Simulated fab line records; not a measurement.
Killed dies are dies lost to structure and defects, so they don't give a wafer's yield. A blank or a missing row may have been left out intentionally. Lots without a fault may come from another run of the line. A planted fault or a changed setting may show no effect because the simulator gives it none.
Which tool did it? + flow n5 finfet + 72 wafers from 24 lots sampled at 5 of the route's 1938 steps

## WHAT THE GAUGES READ, wafer by wafer
N5_BEOL_M8_RS_MEAS_57: uses a four-point probe to measure.
| lot  | measured     | on            | M8_RS (ohm/sq)    |
|------|--------------|---------------|-------------------|
| L074 | day 9 14:47  | film metro-02 | 0.274 0.285 0.284 |
| L075 | day 9 17:48  | film metro-01 | 0.300 0.287 0.274 |
| L076 | day 10 00:52 | film metro-02 | 0.300 0.284 0.296 |
| L077 | day 10 04:17 | film metro-02 | 0.282 0.274 0.280 |
| L078 | day 10 10:20 | film metro-01 | 0.302 0.282 0.284 |
| L079 | day 10 11:38 | film metro-02 | 0.273 0.286 0.282 |
| L080 | day 11 03:09 | film metro-02 | 0.287 0.288 0.286 |
| L081 | day 11 03:39 | film metro-01 | 0.280 0.299 0.298 |
| L082 | day 11 13:54 | film metro-02 | 0.275 0.290 0.283 |
| L084 | day 11 22:05 | film metro-02 | 0.292 0.292 0.288 |
| L083 | day 11 22:41 | film metro-02 | 0.305 0.304 0.293 |
| L086 | day 12 06:35 | film metro-02 | 0.286 0.310 0.310 |
| L085 | day 12 13:43 | film metro-01 | 0.297 0.297 0.289 |
| L087 | day 13 05:22 | film metro-02 | 0.286 0.294 0.277 |
| L090 | day 13 15:40 | film metro-02 | 0.283 0.282 0.298 |
| L088 | day 13 16:34 | film metro-01 | 0.284 0.286 0.281 |
| L091 | day 13 18:46 | film metro-01 | 0.282 0.277 0.274 |
| L089 | day 13 19:13 | film metro-01 | 0.285 0.295 0.284 |
| L093 | day 14 07:04 | film metro-02 | 0.282 0.289 0.288 |
| L092 | day 14 08:20 | film metro-02 | 0.294 0.270 0.287 |
| L094 | day 14 13:51 | film metro-01 | 0.295 0.299 0.277 |
| L095 | day 15 03:09 | film metro-02 | 0.298 0.281 0.280 |
| L096 | day 16 00:11 | film metro-02 | 0.282 0.284 0.286 |
| L097 | day 16 00:26 | film metro-02 | 0.277 0.315 0.289 |

N5_BEOL_M9_INSPECT_13: inspects for defects (brightfield).
| lot  | measured     | on                | raw defect count |
|------|--------------|-------------------|------------------|
| L074 | day 9 16:39  | defect inspect-02 | 468 364 350      |
| L075 | day 9 20:11  | defect inspect-02 | 392 348 360      |
| L076 | day 10 03:09 | defect inspect-02 | 331 433 309      |
| L077 | day 10 06:28 | defect inspect-01 | 310 470 406      |
| L078 | day 10 12:50 | defect inspect-02 | 462 299 325      |
| L079 | day 10 13:30 | defect inspect-01 | 448 348 431      |
| L080 | day 11 06:29 | defect inspect-02 | 218 256 313      |
| L081 | day 11 06:38 | defect inspect-02 | 349 352 368      |
| L082 | day 11 16:22 | defect inspect-02 | 372 260 314      |
| L084 | day 12 01:13 | defect inspect-02 | 284 541 399      |
| L083 | day 12 01:37 | defect inspect-02 | 262 309 312      |
| L086 | day 12 07:51 | defect inspect-02 | 398 375 447      |
| L085 | day 12 18:55 | defect inspect-02 | 471 467 441      |
| L087 | day 13 08:57 | defect inspect-01 | 341 399 277      |
| L090 | day 13 17:13 | defect inspect-02 | 279 285 270      |
| L088 | day 13 18:56 | defect inspect-01 | 425 275 393      |
| L091 | day 13 22:11 | defect inspect-02 | 477 398 670      |
| L089 | day 13 22:20 | defect inspect-01 | 317 289 322      |
| L093 | day 14 10:43 | defect inspect-01 | 393 437 554      |
| L092 | day 14 11:07 | defect inspect-02 | 374 331 445      |
| L094 | day 14 18:20 | defect inspect-01 | 287 449 387      |
| L095 | day 15 05:24 | defect inspect-02 | 258 295 300      |
| L096 | day 16 01:41 | defect inspect-01 | 350 457 340      |
| L097 | day 16 01:57 | defect inspect-02 | 275 382 378      |

N5_BEOL_M9_INSPECT_58: inspects for defects (darkfield).
| lot  | measured     | on                | raw defect count |
|------|--------------|-------------------|------------------|
| L074 | day 9 21:37  | defect inspect-02 | 57 82 46         |
| L075 | day 10 03:02 | defect inspect-01 | 48 48 59         |
| L076 | day 10 07:47 | defect inspect-01 | 94 76 107        |
| L077 | day 10 11:16 | defect inspect-01 | 73 74 89         |
| L078 | day 10 17:25 | defect inspect-01 | 76 52 78         |
| L079 | day 10 19:34 | defect inspect-02 | 78 86 101        |
| L080 | day 11 12:38 | defect inspect-02 | 72 97 87         |
| L081 | day 11 11:18 | defect inspect-02 | 79 48 78         |
| L082 | day 11 21:54 | defect inspect-02 | 73 51 71         |
| L084 | day 12 07:54 | defect inspect-02 | 58 121 75        |
| L083 | day 12 08:07 | defect inspect-02 | 73 64 50         |
| L086 | day 12 17:23 | defect inspect-01 | 50 55 53         |
| L085 | day 12 23:08 | defect inspect-01 | 69 79 49         |
| L087 | day 13 15:23 | defect inspect-02 | 104 53 78        |
| L090 | day 13 23:32 | defect inspect-01 | 69 64 44         |
| L088 | day 13 23:48 | defect inspect-01 | 46 43 53         |
| L091 | day 14 02:27 | defect inspect-01 | 73 83 71         |
| L089 | day 14 02:32 | defect inspect-01 | 84 87 52         |
| L093 | day 14 23:44 | defect inspect-01 | 48 58 55         |
| L092 | day 15 00:35 | defect inspect-01 | 69 65 58         |
| L094 | day 15 00:16 | defect inspect-01 | 60 79 111        |
| L095 | day 15 13:07 | defect inspect-02 | 81 69 70         |
| L096 | day 16 07:20 | defect inspect-02 | 52 49 51         |
| L097 | day 16 08:01 | defect inspect-02 | 60 96 70         |

## TOOL THAT RAN EACH LOT (tool first, then ch and the chambers of the sampled wafers, then the start)
| lot  | N5_BEOL_M9_VIA_ETCH_34             | N5_BEOL_M9_SURFACE_TREAT_79  |
|------|------------------------------------|------------------------------|
| L074 | rie diel-01 ch 1,3, day 9 18:37    | pvd sputter-01, day 9 20:08  |
| L075 | rie diel-03 ch 0,1,2, day 9 22:26  | pvd sputter-01, day 10 00:31 |
| L076 | rie diel-04 ch 0,1,3, day 10 04:44 | pvd sputter-02, day 10 06:31 |
| L077 | rie diel-04 ch 0,2,3, day 10 08:46 | pvd sputter-01, day 10 10:01 |
| L078 | rie diel-01 ch 0,1,3, day 10 14:50 | pvd sputter-01, day 10 16:07 |
| L079 | rie diel-01 ch 1,2,3, day 10 15:15 | pvd sputter-03, day 10 16:30 |
| L080 | rie diel-04 ch 0,3, day 11 09:16   | pvd sputter-03, day 11 11:25 |
| L081 | rie diel-03 ch 1,2,3, day 11 08:44 | pvd sputter-02, day 11 10:07 |
| L082 | rie diel-04 ch 1,3, day 11 18:37   | pvd sputter-01, day 11 20:16 |
| L084 | rie diel-04 ch 0,1, day 12 05:16   | pvd sputter-01, day 12 06:45 |
| L083 | rie diel-04 ch 1,2,3, day 12 05:41 | pvd sputter-03, day 12 06:58 |
| L086 | rie diel-04 ch 0,1,3, day 12 11:34 | pvd sputter-03, day 12 13:34 |
| L085 | rie diel-04 ch 0,1, day 12 20:00   | pvd sputter-03, day 12 21:17 |
| L087 | rie diel-03 ch 0,2,3, day 13 11:47 | pvd sputter-01, day 13 13:29 |
| L090 | rie diel-01 ch 0,1,3, day 13 21:02 | pvd sputter-01, day 13 22:21 |
| L088 | rie diel-04 ch 0,1,3, day 13 21:04 | pvd sputter-01, day 13 22:29 |
| L091 | rie diel-03 ch 0,2, day 13 23:25   | pvd sputter-03, day 14 01:10 |
| L089 | rie diel-04 ch 1,2, day 13 23:28   | pvd sputter-03, day 14 01:13 |
| L093 | rie diel-04 ch 0,2,3, day 14 21:11 | pvd sputter-03, day 14 22:26 |
| L092 | rie diel-01 ch 0,2,3, day 14 22:04 | pvd sputter-02, day 14 23:14 |
| L094 | rie diel-01 ch 0,2,3, day 14 21:26 | pvd sputter-02, day 14 22:43 |
| L095 | rie diel-04 ch 0,2,3, day 15 08:53 | pvd sputter-02, day 15 11:47 |
| L096 | rie diel-04 ch 0,3, day 16 03:06   | pvd sputter-01, day 16 05:57 |
| L097 | rie diel-03 ch 1,2,3, day 16 03:25 | pvd sputter-02, day 16 06:28 |
- N5_BEOL_M9_VIA_ETCH_34: etches SiCOH lowk in C4F6/O2, target depth 182.4 nm, time 68.4 s.
- N5_BEOL_M9_SURFACE_TREAT_79

## AS READ BY THE TOOLS THEMSELVES (means over the sampled wafers that have a number; for cases with no such wafer, the mark the record gives instead)
N5_BEOL_M9_VIA_ETCH_34.
| lot  | tool        | bias w (W) | drypump motor current A (A) | oes product au (a.u.) | rf vpp V (V) | showerhead plenum p Torr (Torr) | throttle valve pct (%) |
|------|-------------|------------|-----------------------------|-----------------------|--------------|---------------------------------|------------------------|
| L074 | rie diel-01 | 185.1      | 6.0                         | 0.82                  | 664          | 2.80                            | 20.96                  |
| L075 | rie diel-03 | 184.9      | 5.3                         | 0.76                  | 677          | 2.82                            | 20.84                  |
| L076 | rie diel-04 | 185.0      | 6.3                         | 0.82                  | 675          | 2.83                            | 21.14                  |
| L077 | rie diel-04 | 184.7      | 6.0                         | 0.84                  | 682          | 2.85                            | 21.17                  |
| L078 | rie diel-01 | 185.1      | 5.5                         | 0.81                  | 660          | 2.82                            | 20.92                  |
| L079 | rie diel-01 | 184.7      | 5.9                         | 0.83                  | 660          | 2.78                            | 20.80                  |
| L080 | rie diel-04 | 185.2      | 6.0                         | 0.85                  | 668          | 2.84                            | 21.15                  |
| L081 | rie diel-03 | 185.1      | 5.7                         | 0.71                  | 681          | 2.84                            | 21.04                  |
| L082 | rie diel-04 | 184.9      | 6.6                         | 0.72                  | 679          | 2.77                            | 21.19                  |
| L084 | rie diel-04 | 184.8      | 6.2                         | 0.82                  | 677          | 2.89                            | 21.11                  |
| L083 | rie diel-04 | 184.7      | 6.3                         | 0.77                  | 687          | 2.84                            | 21.17                  |
| L086 | rie diel-04 | 185.6      | 6.3                         | 0.79                  | 675          | 2.83                            | 21.15                  |
| L085 | rie diel-04 | 185.3      | 6.0                         | 0.86                  | 671          | 2.89                            | 21.13                  |
| L087 | rie diel-03 | 185.2      | 5.6                         | 0.81                  | 684          | 2.95                            | 20.75                  |
| L090 | rie diel-01 | 184.6      | 5.4                         | 0.78                  | 658          | 2.81                            | 20.95                  |
| L088 | rie diel-04 | 184.8      | 6.3                         | 0.78                  | 674          | 2.82                            | 21.17                  |
| L091 | rie diel-03 | 184.2      | 5.3                         | 0.88                  | 685          | 2.98                            | 20.69                  |
| L089 | rie diel-04 | 185.1      | 6.2                         | 0.78                  | 689          | 2.89                            | 21.13                  |
| L093 | rie diel-04 | 184.9      | 6.0                         | 0.80                  | 679          | 2.84                            | 21.22                  |
| L092 | rie diel-01 | 185.4      | 5.7                         | 0.84                  | 663          | 2.80                            | 20.71                  |
| L094 | rie diel-01 | 185.4      | 5.7                         | 0.84                  | 664          | 2.80                            | 20.70                  |
| L095 | rie diel-04 | 185.1      | 6.0                         | 0.78                  | 681          | 2.84                            | 21.22                  |
| L096 | rie diel-04 | 185.8      | 6.0                         | 0.81                  | 670          | 2.82                            | 21.21                  |
| L097 | rie diel-03 | 185.1      | 5.7                         | 0.86                  | 684          | 2.94                            | 20.81                  |

## THE ANSWER, worked out from the rows above alone
Rule: the lots themselves supply what counts as usual. The widest of any qualifying gaps counts: lots, ordered by their means at a reading, are off when they make up no more than a third of the lots, leave a main group of 4 or more, and stand apart from it by 3 or more times the standard deviation of that group's means. If all means in a main group match to the digits the tables above print for the reading, that group is not used. A lot without any number at a reading at which 4 lots or more have one is off too. Any other lot the step has rows for is counted as sound. First the gauges in route order, then the tools' own readings, where a lot's mean is used as printed above. At the first step where some lot is off, the reading lying furthest off is the one used; lots without a number count as furthest.
Nothing can be told from this: no lot is off at any reading shown.

## WHAT THE SIMULATOR HAD PUT IN
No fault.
